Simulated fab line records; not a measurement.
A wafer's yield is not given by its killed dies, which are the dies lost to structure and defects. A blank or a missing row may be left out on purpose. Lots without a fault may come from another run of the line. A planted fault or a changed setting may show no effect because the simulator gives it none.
Matching of chambers    flow n5 finfet    N5_BEOL_M0_STRIP_140 on rie diel-06 has 4 sister chambers
The step strips in CF4. 33 wafers are shown with their chamber, then 12 later ones without.

== WAFERS WITH THEIR CHAMBER ==
wafer   chamber  throttle valve pct (%)  showerhead plenum p Torr (Torr)  oes product au (a.u.)
L074.2  0        13.25                   1.77                             0.96
L074.3  3        13.77                   1.81                             0.79
L074.4  3        13.78                   1.81                             0.78
L075.1  0        13.27                   1.77                             0.94
L075.2  3        13.81                   1.81                             0.77
L075.5  3        13.76                   1.81                             0.77
L076.2  0        13.27                   1.77                             0.94
L076.4  2        13.91                   1.86                             0.74
L076.5  0        13.28                   1.76                             0.93
L078.1  3        13.82                   1.81                             0.76
L078.4  0        13.27                   1.76                             0.93
L078.5  1        13.28                   1.76                             0.94
L080.2  1        13.29                   1.76                             0.91
L080.5  3        13.81                   1.81                             0.76
L080.6  0        13.28                   1.76                             0.91
L084.1  3        13.81                   1.81                             0.75
L084.3  2        13.92                   1.86                             0.72
L084.6  2        13.93                   1.86                             0.74
L083.2  2        13.94                   1.86                             0.73
L083.5  0        13.31                   1.76                             0.91
L083.6  3        13.85                   1.81                             0.76
L086.3  3        13.85                   1.80                             0.74
L086.4  2        13.96                   1.86                             0.74
L086.5  0        13.34                   1.76                             0.88
L089.1  3        13.85                   1.80                             0.75
L089.2  2        13.97                   1.85                             0.72
L089.4  0        13.35                   1.76                             0.88
L090.1  0        13.32                   1.76                             0.88
L090.2  3        13.84                   1.80                             0.74
L090.3  2        13.98                   1.85                             0.73
L092.4  2        13.98                   1.85                             0.73
L092.5  1        13.34                   1.75                             0.86
L092.6  0        13.34                   1.76                             0.87

SIGNATURES (averages over the wafers above)
reading                   chamber 0  chamber 1  chamber 2  chamber 3  scatter within a chamber
throttle valve pct        13.2982    13.3033    13.9488    13.8136    0.0323
showerhead plenum p Torr  1.7627     1.7567     1.8563     1.8073     0.00488
oes product au            0.9118     0.9033     0.7312     0.7609     0.0232
Rule: a wafer lies at a distance from a chamber equal to the root of the sum of squares, over the readings, of (its reading less the chamber's mean, divided by the reading's scatter). If the next closest chamber is less than 2 further off than the closest, the wafer can't be placed; otherwise it belongs to the closest. The scatter: the root of (the sum of the squares of (reading less its chamber's mean) over the shown wafers, divided by (wafers less chambers)).

== WAFERS WITHOUT THEIR CHAMBER ==
wafer   throttle valve pct (%)  showerhead plenum p Torr (Torr)  oes product au (a.u.)
L093.1  13.34                   1.75                             0.87
L093.4  13.89                   1.80                             0.73
L093.6  13.87                   1.80                             0.74
L094.1  14.00                   1.85                             0.72
L094.2  13.91                   1.80                             0.74
L094.3  13.36                   1.76                             0.85
L096.1  13.32                   1.75                             0.85
L096.3  13.96                   1.85                             0.71
L096.4  13.86                   1.80                             0.74
L097.1  13.99                   1.85                             0.71
L097.3  13.36                   1.75                             0.85
L097.6  13.89                   1.80                             0.74

== WHICH CHAMBER EACH WENT THROUGH ==
wafer   from the rows above      in truth
L093.1  can't be placed: 1 or 0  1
L093.4  3                        3
L093.6  3                        3
L094.1  2                        2
L094.2  3                        3
L094.3  can't be placed: 1 or 0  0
L096.1  can't be placed: 1 or 0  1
L096.3  2                        2
L096.4  3                        3
L097.1  2                        2
L097.3  can't be placed: 1 or 0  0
L097.6  3                        3
Correct placement for 8 of the 12. From these rows, 4 cannot be placed; in 4 the true chamber is one of the candidates. 0 placed wrongly.
